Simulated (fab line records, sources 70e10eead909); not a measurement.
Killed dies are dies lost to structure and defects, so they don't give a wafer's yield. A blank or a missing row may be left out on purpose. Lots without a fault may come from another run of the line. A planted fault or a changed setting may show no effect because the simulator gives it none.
A struck lot beside a sound one | flow nand_harc | 15 steps out of a route of 1302
Sound: wafers L717.2, L717.3, L717.5. Struck: wafer L719.3. (L719.6 of the same lot was not struck and is left out.) The cause comes at the end.
At each step with rows: each side's tool, then ch and its chambers, then its first start. Under that, the readings that differ: sound wafers | struck wafers | difference of the means | sigmas: that difference in standard deviations of wafers without a fault.
alike: readings whose means differ by less than 2 such deviations, and words and numbers that are the same on both sides. not compared: withheld readings, readings that some wafer has no value for, bounds like >300 that may hide the same value, and numbers for which the record gives no deviation and whose values overlap.
The two part at a step that has a row with sigmas, a row that says differs or no value, or rows on one side only. Numbers that don't overlap but have no deviation are shown without sigmas and don't part them. A reading that every wafer of one side lacks parts them only if that side has two wafers or more.

NHARC_A_DECK1_JOINT_CMP_02: polishes SiOx.
  sound on cmp-03 ch 0,1,2, day 19 01:23; struck on cmp-03 ch 1, day 20 04:56
  alike: motor_current_A
then, 1 step without rows for these wafers: NHARC_A_DECK1_JOINT_SRD_15.
NHARC_A_DECK1_JOINT_DEP_16: deposits SiO2, target thk 45 nm.
  sound on pecvd-01 ch 0,2, day 19 01:48; struck on pecvd-01 ch 2, day 20 05:20
  alike: heater_power_w, showerhead_vpp_V, throttle_valve_pct
NHARC_A_DECK1_JOINT_THK_MEAS_17: measures by ellipsometry.
  sound on film_metro-02, day 19 02:04; struck on film_metro-01, day 20 05:35
  alike: thk_nm
NHARC_A_DECK1_JOINT_INSPECT_05:
  sound on defect_inspect-02, day 19 02:05; struck on defect_inspect-01, day 20 05:37
  reading          | sound       | struck | difference | sigmas
  raw_defect_count | 266 353 475 | 761    | +396       | +2
then, 1 step without rows for these wafers: NHARC_A_ONON_D2_DEP_00 (target thk 1000 nm).
NHARC_A_ONON_D2_THK_MEAS_02: measures by ellipsometry.
  sound on film_metro-01, day 19 02:40; struck on film_metro-02, day 20 06:11
  alike: thk_nm
then, 1 step without rows for these wafers: NHARC_A_ONON_D2_DEP_03 (target thk 1000 nm).
NHARC_A_ONON_D2_THK_MEAS_05: measures by ellipsometry.
  sound on film_metro-02, day 19 03:14; struck on film_metro-02, day 20 06:46
  alike: thk_nm
then, 1 step without rows for these wafers: NHARC_A_ONON_D2_DEP_06 (target thk 1000 nm).
NHARC_A_ONON_D2_THK_MEAS_08: measures by ellipsometry.
  sound on film_metro-01, day 19 03:48; struck on film_metro-02, day 20 07:20
  alike: thk_nm
NHARC_A_ONON_D2_DEP_09: target thk 1000 nm.
  sound on pecvd_onon-02 ch 0, day 19 03:55; struck on pecvd_onon-01 ch 0, day 20 07:31
NHARC_A_ONON_D2_THK_MEAS_11: measures by ellipsometry.
  sound on film_metro-02, day 19 04:22; struck on film_metro-02, day 20 07:54
  reading     | sound          | struck | difference | sigmas
  thk_nm (nm) | 1006 1004 1006 | 1571   | +566       | +58
then, 1 step without rows for these wafers: NHARC_A_ONON_D2_DEP_12 (target thk 1000 nm).
-- the record jumps here: 12 days lie between the struck wafers' starts before and after (it left off in module A_ONON_D2 and takes up again in module END, whose first step shown is number 1302 of the route) --
NHARC_END_SORT_01:
  the record has rows for the struck wafers here (prober-02 ch 0, day 31 20:01) and none for the sound ones

WHERE THEY PART
First at NHARC_A_DECK1_JOINT_INSPECT_05; last, within this record, at NHARC_END_SORT_01.

WHY: what the simulator had put in
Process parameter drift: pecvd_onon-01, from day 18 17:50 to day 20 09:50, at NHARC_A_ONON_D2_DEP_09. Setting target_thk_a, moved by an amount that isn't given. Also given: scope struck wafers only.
